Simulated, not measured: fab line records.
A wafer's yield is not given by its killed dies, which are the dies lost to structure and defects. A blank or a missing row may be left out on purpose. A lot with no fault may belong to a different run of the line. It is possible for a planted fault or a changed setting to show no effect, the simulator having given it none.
Chamber matching / flow n5_finfet / 4 sister chambers for N5_BEOL_M2_STRIP_19 on rie_diel-04
The step strips in O2. 4 wafers are shown with their chamber, then 9 later ones without.

== EACH WAFER AND ITS CHAMBER ==
wafer=L080.2; chamber=0; drypump_motor_current_A (A)=6.0
wafer=L081.4; chamber=3; drypump_motor_current_A (A)=5.3
wafer=L084.5; chamber=2; drypump_motor_current_A (A)=6.2
wafer=L084.6; chamber=1; drypump_motor_current_A (A)=5.3

== WAFERS WITHOUT THEIR CHAMBER ==
wafer=L085.3; drypump_motor_current_A (A)=6.3
wafer=L085.4; drypump_motor_current_A (A)=5.3
wafer=L085.6; drypump_motor_current_A (A)=6.0
wafer=L086.2; drypump_motor_current_A (A)=5.3
wafer=L086.3; drypump_motor_current_A (A)=6.2
wafer=L086.6; drypump_motor_current_A (A)=6.0
wafer=L092.2; drypump_motor_current_A (A)=5.3
wafer=L092.3; drypump_motor_current_A (A)=6.2
wafer=L092.4; drypump_motor_current_A (A)=6.3

== WHICH CHAMBER EACH WENT THROUGH ==
wafer=L085.3; from the rows above=2; in truth=2
wafer=L085.4; from the rows above=can't be placed: 1 or 3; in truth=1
wafer=L085.6; from the rows above=0; in truth=0
wafer=L086.2; from the rows above=can't be placed: 1 or 3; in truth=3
wafer=L086.3; from the rows above=2; in truth=2
wafer=L086.6; from the rows above=0; in truth=0
wafer=L092.2; from the rows above=can't be placed: 1 or 3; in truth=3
wafer=L092.3; from the rows above=2; in truth=2
wafer=L092.4; from the rows above=2; in truth=2
Placed correctly: 6 of 9. Unplaceable from these rows: 3, with the true chamber sitting among the candidates in 3. Number placed wrongly: 0.
How it was worked out, from the rows above alone: a wafer's distance from a chamber is the root of the sum, over the readings, of the square of ((its reading less the chamber's mean) divided by the reading's scatter). The wafer belongs to the nearest chamber; if the next one is less than 2 further off, it can't be placed. For every chamber, the mean is computed from those of its wafers that are shown. The scatter: with one shown wafer a chamber, the root of the mean of the squares of how far each hidden wafer lies from its nearest shown one.
